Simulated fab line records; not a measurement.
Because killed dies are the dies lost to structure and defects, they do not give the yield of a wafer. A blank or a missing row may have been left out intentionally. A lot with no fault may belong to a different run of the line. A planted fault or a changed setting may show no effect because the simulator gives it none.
Split-lot study    flow n5-finfet    21 wafers read from 7 lots, route of 1938 steps

## THE SPLIT ITSELF
At N5_BEOL_M1_COAT_61 (time 60 s, resist thk 60 nm), the setting spin-rpm was moved away from the recipe's 1500 rpm on 11 of the 21 wafers read, by -11.2% to +7.0%. This setting was run at the recipe's value on the other wafers.

## FROM THE SPLIT TO THE READING: what the file shows between them, 4 steps
- N5_BEOL_M1_COAT_62: time 60 s, resist thk 12 nm
- N5_BEOL_M1_COAT_73: time 60 s, resist thk 5 nm
- N5_BEOL_M1_ETCH_74: etches underlayer in N2/H2, target depth 6.5 nm, time 5.2 s
- N5_BEOL_M1_ETCH_63: etches SiARC in CF4, target depth 15.6 nm, time 26 s

## THE READING
etch.depth-nm (the simulator's own value, which no gauge read), in nm, at N5_BEOL_M1_ETCH_64 (etches SOC in N2/H2, target depth 75 nm, overetch 15 nm, time 112.5 s). The file gives no usual value for it. Across the 10 wafers here that went through the recipe, the average is 59.95 nm and the standard deviation 0.18 nm.

wafer   tool, chamber at the split  spin-rpm as run, rpm  against the recipe  etch.depth-nm, nm  against lot-mates on the recipe
L088.3  litho-track-03, 0           1500                  recipe              59.82              -
L088.5  litho-track-03, 0           1500                  recipe              59.87              -
L088.6  litho-track-03, 0           1500                  recipe              59.9               -
L089.2  litho-track-04, 0           1500                  recipe              59.9               -
L089.5  litho-track-04, 0           1391                  -7.3%               62.21              +2.31
L089.6  litho-track-04, 0           1391                  -7.3%               62.18              +2.28
L090.4  litho-track-02, 0           1603                  +6.9%               58.01              -1.98
L090.5  litho-track-02, 0           1500                  recipe              59.99              -
L090.6  litho-track-02, 0           1603                  +6.9%               58.14              -1.85
L091.3  litho-track-03, 0           1570                  +4.7%               58.81              -1.42
L091.4  litho-track-03, 0           1500                  recipe              60.23              -
L091.5  litho-track-03, 0           1570                  +4.7%               58.92              -1.31
L092.2  litho-track-04, 0           1500                  recipe              60.07              -
L092.4  litho-track-04, 0           1500                  recipe              60.03              -
L092.5  litho-track-04, 0           1605                  +7.0%               58.26              -1.79
L094.1  litho-track-02, 0           1544                  +2.9%               58.9               -0.65
L094.5  litho-track-02, 0           1500                  recipe              59.55              -
L094.6  litho-track-02, 0           1544                  +2.9%               58.69              -0.86
L093.3  litho-track-03, 0           1332                  -11.2%              63.46              +3.36
L093.4  litho-track-03, 0           1500                  recipe              60.1               -
L093.5  litho-track-03, 0           1332                  -11.2%              63.67              +3.57

THE FIT
A straight line over all 21 wafers: etch.depth-nm changes by -0.3 nm for each +1% of spin-rpm; r = -0.99; the points scatter about the line by 0.23 nm.
The same after taking each lot's own level away (the mean of its wafers on the recipe; 21 wafers): -0.298 nm for each +1%; r = -1.00; scatter 0.1 nm.
Per that fit: largest spin-rpm move, reading shift of 3.3 nm.
From 59.550 to 60.230 nm: that is the span of the lots' own levels, equal to 3.9 times the standard deviation above.
So the lot-to-lot level changes the slope little: the two slopes agree.
Check: +3.41 nm against its lot-mates is what the line predicts for one of the wafers moved furthest among these (-11.2%) when that wafer is left out of the fit. It came out at +3.36 nm against them.

## THE WHOLE CHAIN: every reading that the file lists as answering this split, in the file's order
step                what it does                                                           reading                                                                         change (the file's fit)                r (the file's)
N5_BEOL_M1_COAT_61  time 60 s, resist thk 60 nm                                            SOC_of_BEOL_M1_COAT_61.thk-nm (the simulator's own value, which no gauge read)  -0.291 nm for each +1% of the setting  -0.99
N5_BEOL_M1_ETCH_64  etches SOC in N2/H2, target depth 75 nm, overetch 15 nm, time 112.5 s  etch.depth-nm (the simulator's own value, which no gauge read)                  -0.294 nm for each +1% of the setting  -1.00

## FILE'S OWN FIT
etch.depth-nm changes by -0.294 nm for each +1% of spin-rpm, r = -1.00.
